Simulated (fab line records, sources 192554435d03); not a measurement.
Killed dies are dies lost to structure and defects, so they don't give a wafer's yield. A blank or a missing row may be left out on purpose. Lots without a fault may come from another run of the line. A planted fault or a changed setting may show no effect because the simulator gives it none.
Split-lot experiment | flow n5_finfet | 7 lots, 21 wafers read, on a route of 1938 steps

THE SPLIT
At N5_BEOL_M3_COAT_22 (resist thk 30 nm), the setting spin_rpm was moved away from the recipe's 1500 rpm on 8 of the 21 wafers read, by -10.2% to +10.0%. The other wafers ran this setting at the recipe's value.

FROM THE SPLIT TO THE READING: what the file shows between them, 2 steps
- N5_BEOL_M3_EBR_24
- N5_BEOL_M3_SOFTBAKE_23: time 60 s

THE READING
CAR-EUV_of_BEOL_M3_COAT_22.thk_nm (the simulator's own value, which no gauge read), in nm, at N5_BEOL_M3_DESCUM_33 (chemistry O2, time 7 s). The file gives no usual value for it. The 13 wafers here that ran the recipe average 26.2 nm, standard deviation 0.084 nm.

wafer  | tool, chamber at the split | spin_rpm as run, rpm | against the recipe | CAR-EUV_of_BEOL_M3_COAT_22.thk_nm, nm | against lot-mates on the recipe
L076.2 | litho_track-02, 0          | 1500                 | recipe             | 26                                    | -
L076.4 | litho_track-02, 0          | 1500                 | recipe             | 26                                    | -
L076.5 | litho_track-02, 0          | 1347                 | -10.2%             | 27.8                                  | +1.8
L082.1 | litho_track-02, 0          | 1500                 | recipe             | 26.2                                  | -
L082.3 | litho_track-02, 0          | 1500                 | recipe             | 26.2                                  | -
L082.2 | litho_track-02, 0          | 1581                 | +5.4%              | 25.4                                  | -0.8
L086.2 | litho_track-01, 0          | 1544                 | +2.9%              | 25.6                                  | -0.6
L086.6 | litho_track-01, 0          | 1544                 | +2.9%              | 25.6                                  | -0.6
L086.5 | litho_track-01, 0          | 1500                 | recipe             | 26.2                                  | -
L087.2 | litho_track-03, 0          | 1500                 | recipe             | 26.2                                  | -
L087.3 | litho_track-03, 0          | 1500                 | recipe             | 26.2                                  | -
L087.6 | litho_track-03, 0          | 1500                 | recipe             | 26.2                                  | -
L088.4 | litho_track-01, 0          | 1500                 | recipe             | 26.2                                  | -
L088.5 | litho_track-01, 0          | 1500                 | recipe             | 26.2                                  | -
L088.6 | litho_track-01, 0          | 1650                 | +10.0%             | 24.8                                  | -1.4
L089.1 | litho_track-01, 0          | 1500                 | recipe             | 26.2                                  | -
L089.6 | litho_track-01, 0          | 1500                 | recipe             | 26.2                                  | -
L089.5 | litho_track-01, 0          | 1639                 | +9.3%              | 24.8                                  | -1.4
L091.3 | litho_track-03, 0          | 1378                 | -8.1%              | 27.4                                  | +1.4
L091.4 | litho_track-03, 0          | 1378                 | -8.1%              | 27.4                                  | +1.4
L091.5 | litho_track-03, 0          | 1500                 | recipe             | 26                                    | -

THE FIT
A straight line over all 21 wafers: CAR-EUV_of_BEOL_M3_COAT_22.thk_nm changes by -0.15 nm for each +1% of spin_rpm; r = -0.99; the points scatter about the line by 0.091 nm.
The same after taking each lot's own level away (the mean of its wafers on the recipe; 21 wafers): -0.162 nm for each +1%; r = -1.00; scatter 0.08 nm.
On that fit, the largest move of spin_rpm shifts the reading by 1.7 nm.
The lots' own levels span 26.00 to 26.20 nm, that is 2.4 times the standard deviation above.
So the lot-to-lot level changes the slope little: the two slopes agree.
Check: with one of the wafers moved furthest among these (-10.2%) left out of the fit, the line predicts +1.63 nm for it against its lot-mates. It came out at +1.8 nm against them.

OTHER SPLITS ON THESE WAFERS
These wafers also went through other splits before the reading. Each is held against what the fit with the lots' levels taken away leaves over:
other split on the same wafers     | wafers away from the commonest value | r with CAR-EUV_of_BEOL_M3_COAT_22.thk_nm (lot level and that fit taken away)
N5_BEOL_M2_TRENCH_ETCH_37 source_w | 7                                    | +0.26

THE WHOLE CHAIN: every reading that the file lists as answering this split, in the file's order
step                 | what it does           | reading                                                                            | change (the file's fit)               | r (the file's)
N5_BEOL_M3_COAT_22   | resist thk 30 nm       | CAR-EUV_of_BEOL_M3_COAT_22.thk_nm (the simulator's own value, which no gauge read) | -0.147 nm for each +1% of the setting | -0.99
N5_BEOL_M3_DESCUM_33 | chemistry O2, time 7 s | CAR-EUV_of_BEOL_M3_COAT_22.thk_nm (the simulator's own value, which no gauge read) | -0.159 nm for each +1% of the setting | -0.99

THE FILE'S OWN FIT
CAR-EUV_of_BEOL_M3_COAT_22.thk_nm changes by -0.159 nm for each +1% of spin_rpm, r = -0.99.
